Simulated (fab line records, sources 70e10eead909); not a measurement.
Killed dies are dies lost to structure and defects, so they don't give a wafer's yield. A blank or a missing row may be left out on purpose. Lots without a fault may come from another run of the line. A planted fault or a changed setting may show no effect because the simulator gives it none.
Chamber matching | flow nand_harc | NHARC_A_STAIRCASE_DEP_325 on pecvd-01: 3 sister chambers
The step deposits SiO2, target thk 3800 nm. 16 wafers are shown with their chamber, then 8 later ones without.

WAFERS WITH THEIR CHAMBER
wafer  | chamber | heater_power_w (W)
L074.1 | 0       | 861
L074.4 | 2       | 438
L074.5 | 0       | 771
L078.3 | 2       | 452
L078.4 | 1       | 689
L078.5 | 0       | 755
L080.1 | 1       | 859
L080.2 | 0       | 926
L080.3 | 2       | 521
L084.1 | 2       | 487
L084.4 | 1       | 691
L084.6 | 0       | 762
L088.3 | 1       | 701
L088.4 | 0       | 756
L088.5 | 1       | 717
L092.2 | 0       | 942

SIGNATURES (means of the wafers above)
reading        | chamber 0 | chamber 1 | chamber 2 | scatter within a chamber
heater_power_w | 824.71    | 731.40    | 474.50    | 71.6
Rule: a wafer's distance from a chamber is the root of the sum, over the readings, of the square of ((its reading less the chamber's mean) divided by the reading's scatter). The wafer belongs to the nearest chamber; if the next one is less than 2 further off, it can't be placed. The scatter: the root of (the sum of the squares of (reading less its chamber's mean) over the shown wafers, divided by (wafers less chambers)).

WAFERS WITHOUT THEIR CHAMBER
wafer  | heater_power_w (W)
L092.3 | 843
L092.6 | 770
L094.1 | 882
L094.2 | 485
L094.3 | 693
L094.4 | 441
L094.5 | 676
L094.6 | 769

WHICH CHAMBER EACH WENT THROUGH
wafer  | from the rows above     | in truth
L092.3 | can't be placed: 0 or 1 | 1
L092.6 | can't be placed: 1 or 0 | 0
L094.1 | can't be placed: 0 or 1 | 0
L094.2 | 2                       | 2
L094.3 | can't be placed: 1 or 0 | 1
L094.4 | 2                       | 2
L094.5 | can't be placed: 1 or 0 | 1
L094.6 | can't be placed: 1 or 0 | 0
Placed correctly: 2 of 8. Can't be placed from these rows: 6 (the true chamber is among the candidates in 6). Placed wrongly: 0.
